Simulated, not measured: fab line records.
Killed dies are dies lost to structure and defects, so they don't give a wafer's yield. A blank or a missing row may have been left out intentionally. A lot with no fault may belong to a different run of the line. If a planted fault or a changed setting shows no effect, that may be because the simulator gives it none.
One fault through the eyes of 3 desks	flow n5Finfet	only its own numbers are on each desk; what lay behind them is given at the end

## METROLOGY DESK
What the gauges read for every lot (on any tool): the sampled wafers with a number, averaged. A lot is out of limits, marked OUT, if its mean lies more than 4 standard deviations from the usual mean; the brackets give that distance. Of its 14 readings 7 are shown: the one that was out of limits first, and those that lie furthest out on some lot.
Columns: A = thkNm at N5_FIN_SAQP_THK_MEAS_05, usual 37.9 nm; B = FIN_CORE_OVL at N5_FIN_SAQP_OVL_MEAS_17, usual 0.1 nm; C = DIBL_N at N5_BEOL_M4_RC_MEAS_101, usual 36.0 mV/V; D = DIBL_P at N5_BEOL_M4_RC_MEAS_101, usual 35.8 mV/V; E = IOFF_N at N5_BEOL_M4_RC_MEAS_101, usual 0.15 nA/um; F = ION_N at N5_BEOL_M4_RC_MEAS_101, usual 670 uA/um; G = VT_N at N5_BEOL_M4_RC_MEAS_101, usual 250 mV
lot	first seen here	A	B	C	D	E	F	G
L467	day 3 09:42	38.3	-1.2	38.3	38.6	0.18	668	248
L469	day 3 21:10	37.5	0.0	37.6	37.6	0.17	678	251
L477	day 5 22:43	31.5 (-13) OUT	-1.1	35.9	35.4	0.15	671	251
L479	day 6 10:44	32.0 (-12) OUT	0.0	35.4	36.9	0.15	672	251
L481	day 6 21:18	38.3	0.4	35.6	34.8	0.14	668	253
L483	day 7 09:41	37.3	-0.0	38.0	37.8	0.20	689	245
This desk finds L477, L479 out of limits, L477 being first, at day 5 22:43 (thkNm at N5_FIN_SAQP_THK_MEAS_05). L467, L469, L481, L483 stayed within limits.

## THE DEFECT DESK
For each lot, the counts of the inspections along the route, averaged over the sampled wafers that have a number. A lot is out of limits, marked OUT, if its mean lies more than 4 standard deviations from the usual mean; the brackets give that distance.
Columns: A = rawDefectCount at N5_PMOS_HMC_CHANNEL_EPI_INSPECT_30, usual 18; B = rawDefectCount at N5_FIN_SAQP_INSPECT_18, usual 420
lot	first seen here	A	B
L467	day 3 09:04	17	384
L469	day 3 20:20	19	363
L477	day 5 22:05	18	468
L479	day 6 10:02	15	395
L481	day 6 20:40	16	283
L483	day 7 09:04	28	464
This desk's verdict: no lot among the 6 shows anything out of limits.

## THE TOOL OWNER'S DESK: pecvd-03
The tool's own readings at N5_FIN_SAQP_HM_DEP_03 (deposits SiNx from SiH4/NH3/N2, target thk 38 nm, time 33.6 s): means of the sampled wafers that have a number, for each lot that ran on this tool. A lot is out of limits, marked OUT, if its mean lies more than 4 standard deviations from the usual mean; the brackets give that distance.
Columns: A = heaterPowerW at N5_FIN_SAQP_HM_DEP_03, usual 765 W; B = showerheadPlenumPTorr at N5_FIN_SAQP_HM_DEP_03, usual 5.17 Torr; C = throttleValvePct at N5_FIN_SAQP_HM_DEP_03, usual 39.7 %
lot	first seen here	A	B	C
L467	day 3 09:37	700	5.18	40.9
L477	day 5 22:38	717	5.19	41.1
L479	day 6 10:39	652	5.23	39.1
This desk's verdict: no lot among the 3 shows anything out of limits.

## TAKEN TOGETHER
An alarm was possible from the metrology desk at day 5 22:43, on L477, L479.
No out-of-limits result turned up at the defect desk.
Nothing out of limits was seen by the tool owner's desk.
The defect desk has L477, L479 on record, within its limits.
Tool owner's desk: L477, L479 on record, inside its limits.
The lots listed all ran N5_FIN_SAQP_HM_DEP_03 on pecvd-03.

## WHAT THE SIMULATOR PUT IN
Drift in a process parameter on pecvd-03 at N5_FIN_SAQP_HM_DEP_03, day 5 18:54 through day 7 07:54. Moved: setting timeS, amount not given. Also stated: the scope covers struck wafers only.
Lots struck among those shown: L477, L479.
Delay in hours, fault start to first out-of-limits reading, per desk: metrology desk 4.
